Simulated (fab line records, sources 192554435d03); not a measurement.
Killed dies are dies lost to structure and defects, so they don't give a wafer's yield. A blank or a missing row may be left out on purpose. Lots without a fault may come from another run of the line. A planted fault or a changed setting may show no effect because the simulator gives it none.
Chamber matching | flow n5_finfet | N5_BEOL_M0_ETCH_128 on rie_diel-06: 4 sister chambers
The step etches SiCN in CF4/N2, target depth 12 nm, overetch 5.1 nm, time 21.4 s. 4 wafers are shown with their chamber, then 8 later ones without.

WAFERS WITH THEIR CHAMBER
wafer  | chamber | showerhead_plenum_p_Torr (Torr)
L083.1 | 0       | 2.32
L086.5 | 2       | 2.19
L086.6 | 1       | 2.26
L092.1 | 3       | 2.25

WAFERS WITHOUT THEIR CHAMBER
wafer  | showerhead_plenum_p_Torr (Torr)
L092.4 | 2.19
L092.5 | 2.19
L091.1 | 2.25
L091.3 | 2.19
L091.4 | 2.25
L093.1 | 2.18
L093.4 | 2.25
L093.5 | 2.31

WHICH CHAMBER EACH WENT THROUGH
wafer  | from the rows above | in truth
L092.4 | 2                   | 2
L092.5 | 2                   | 2
L091.1 | 3                   | 3
L091.3 | 2                   | 2
L091.4 | 3                   | 3
L093.1 | 2                   | 2
L093.4 | 3                   | 3
L093.5 | 0                   | 0
Placed correctly: 8 of 8. Can't be placed from these rows: 0. Placed wrongly: 0.
How it was worked out, from the rows above alone: a wafer's distance from a chamber is the root of the sum, over the readings, of the square of ((its reading less the chamber's mean) divided by the reading's scatter). The wafer belongs to the nearest chamber; if the next one is less than 2 further off, it can't be placed. A chamber's mean is the mean of its shown wafers. The scatter: with one shown wafer a chamber, the root of the mean of the squares of how far each hidden wafer lies from its nearest shown one.
